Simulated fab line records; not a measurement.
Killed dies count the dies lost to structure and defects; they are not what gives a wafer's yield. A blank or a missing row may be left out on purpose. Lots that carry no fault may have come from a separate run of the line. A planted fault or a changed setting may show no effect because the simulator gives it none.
Which tool was responsible?    flow n5Finfet    Sampling: 12 lots, 36 wafers, 4 of 1938 route steps

## WHAT THE GAUGES SHOWED, per wafer
N5_BEOL_M11_INSPECT_13: inspects for defects (brightfield).
lot   measured      on                rawDefectCount
L074  day 11 04:08  defectInspect-02  372 331 471
L076  day 12 01:11  defectInspect-01  340 282 358
L081  day 12 06:24  defectInspect-01  430 455 390
L077  day 12 06:40  defectInspect-02  255 308 413
L083  day 13 03:07  defectInspect-02  316 451 525
L084  day 13 10:04  defectInspect-02  443 385 413
L086  day 14 01:40  defectInspect-02  342 418 500
L090  day 14 19:11  defectInspect-01  394 305 448
L089  day 15 09:05  defectInspect-02  388 358 420
L091  day 15 09:25  defectInspect-01  375 470 364
L096  day 16 08:08  defectInspect-02  647 503 429
L097  day 16 18:06  defectInspect-01  474 570 366

## WHAT TOOL EACH LOT RAN ON (gives the tool, then ch and the chambers of the sampled wafers, and finally the start)
lot   N5_BEOL_M9_STRIP_80                           N5_BEOL_M9_ANNEAL_51             N5_BEOL_M11_PECVD_70
L074  rieDiel-01 ch 1,3, day 10 15:25 or earlier    rtpAnneal-02 ch 0, day 10 15:25  pecvd-01 ch 0,1,2, day 11 02:32
L076  rieDiel-03 ch 0,1,2, day 11 13:24 or earlier  rtpAnneal-01 ch 0, day 11 13:24  pecvd-01 ch 0,2, day 11 23:17
L081  rieDiel-04 ch 0,2,3, day 11 20:19 or earlier  rtpAnneal-01 ch 0, day 11 20:19  pecvd-01 ch 0,2, day 12 04:43
L077  rieDiel-03 ch 1,2,3, day 11 22:07 or earlier  rtpAnneal-01 ch 0, day 11 22:07  pecvd-01 ch 1,2, day 12 05:44
L083  rieDiel-03 ch 0,3, day 12 16:02 or earlier    rtpAnneal-01 ch 0, day 12 16:02  pecvd-04 ch 0,1,2, day 13 01:25
L084  rieDiel-01 ch 0,1,2, day 12 22:33 or earlier  rtpAnneal-01 ch 0, day 12 22:33  pecvd-01 ch 0,1, day 13 08:16
L086  rieDiel-03 ch 1,2, day 13 15:01 or earlier    rtpAnneal-01 ch 0, day 13 15:01  pecvd-04 ch 0,1,2, day 13 23:47
L090  rieDiel-04 ch 0,1,3, day 14 08:13 or earlier  rtpAnneal-02 ch 0, day 14 08:13  pecvd-04 ch 1,2, day 14 17:32
L089  rieDiel-04 ch 0,3, day 14 19:13 or earlier    rtpAnneal-01 ch 0, day 14 19:13  pecvd-04 ch 0,1,2, day 15 04:37
L091  rieDiel-01 ch 0,2,3, day 14 19:58 or earlier  rtpAnneal-02 ch 0, day 14 19:58  pecvd-02 ch 0,1, day 15 06:16
L096  rieDiel-01 ch 2,3, day 15 17:52 or earlier    rtpAnneal-02 ch 0, day 15 17:52  pecvd-04 ch 0,1,2, day 16 06:46
L097  rieDiel-04 ch 1,2,3, day 16 03:23 or earlier  rtpAnneal-01 ch 0, day 16 03:23  pecvd-02 ch 0,1,2, day 16 15:51
- N5_BEOL_M9_STRIP_80: strips in N2/H2, time 10 s.
- N5_BEOL_M9_ANNEAL_51: time 90 s.
- N5_BEOL_M11_PECVD_70: deposits SiO2 from TEOS/O2, target thk 20 nm, time 22.7 s.

## THE ANSWER, worked out from the rows above alone
Rule: the lots themselves supply what counts as usual. The widest of any qualifying gaps counts: lots, ordered by their means at a reading, are off when they make up no more than a third of the lots, leave a main group of 4 or more, and stand apart from it by 3 or more times the standard deviation of that group's means. A main group is skipped when, at the precision printed for the reading in the tables above, its means are all equal. Also off: a lot with no number at a reading for which 4 or more lots have one. Where the step has rows for the other lots, those lots are counted as sound.
Across all readings shown, no lot is off: no conclusion can be drawn from this.

## WHAT THE SIMULATOR PUT IN
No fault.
